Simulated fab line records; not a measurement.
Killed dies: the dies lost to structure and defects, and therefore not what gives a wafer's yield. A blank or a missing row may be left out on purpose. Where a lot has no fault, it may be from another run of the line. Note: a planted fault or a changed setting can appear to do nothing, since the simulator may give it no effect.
Which tool is to blame? / flow n5Finfet / 36 wafers sampled from 12 lots at 1 step of a route of 1938

WHAT THE GAUGES SHOWED, per wafer
N5_BEOL_M13_THK_MEAS_50: measures by xrf.
lot=L074; measured=day 12 12:11; on=filmMetro-01; M13_THK (nm)=434 431 422
lot=L077; measured=day 12 12:38; on=filmMetro-01; M13_THK (nm)=433 416 426
lot=L079; measured=day 13 03:22; on=filmMetro-02; M13_THK (nm)=436 424 432
lot=L080; measured=day 13 15:12; on=filmMetro-01; M13_THK (nm)=431 419 415
lot=L083; measured=day 14 08:10; on=filmMetro-01; M13_THK (nm)=426 422 410
lot=L085; measured=day 14 20:20; on=filmMetro-02; M13_THK (nm)=419 430 419
lot=L089; measured=day 15 03:55; on=filmMetro-02; M13_THK (nm)=434 415 429
lot=L088; measured=day 15 07:19; on=filmMetro-02; M13_THK (nm)=415 435 422
lot=L090; measured=day 15 11:56; on=filmMetro-01; M13_THK (nm)=415 419 417
lot=L093; measured=day 16 00:24; on=filmMetro-02; M13_THK (nm)=430 415 419
lot=L095; measured=day 17 01:09; on=filmMetro-02; M13_THK (nm)=420 429 433
lot=L096; measured=day 17 14:16; on=filmMetro-02; M13_THK (nm)=410 421 426

WHICH TOOL RAN EACH LOT (tool, then ch and the chambers of the sampled wafers, then the start)
No process step before these readings appears in the record.

THE ANSWER, worked out from the rows above alone
Rule: the lots themselves supply what counts as usual. Put in order of their means at a reading, lots are off if they are a third of the lots or fewer, leave a main group of 4 or more, and stand apart from it by a gap of 3 or more times the standard deviation of the main group's means; of several such gaps the widest counts. A main group whose means are all the same, to the digits that the tables above print for the reading, isn't used. Also off: a lot with no number at a reading for which 4 or more lots have one. All remaining lots with rows at the step are treated as sound.
Nothing can be told from this: no lot is off at any reading shown.

WHAT THE SIMULATOR HAD PUT IN
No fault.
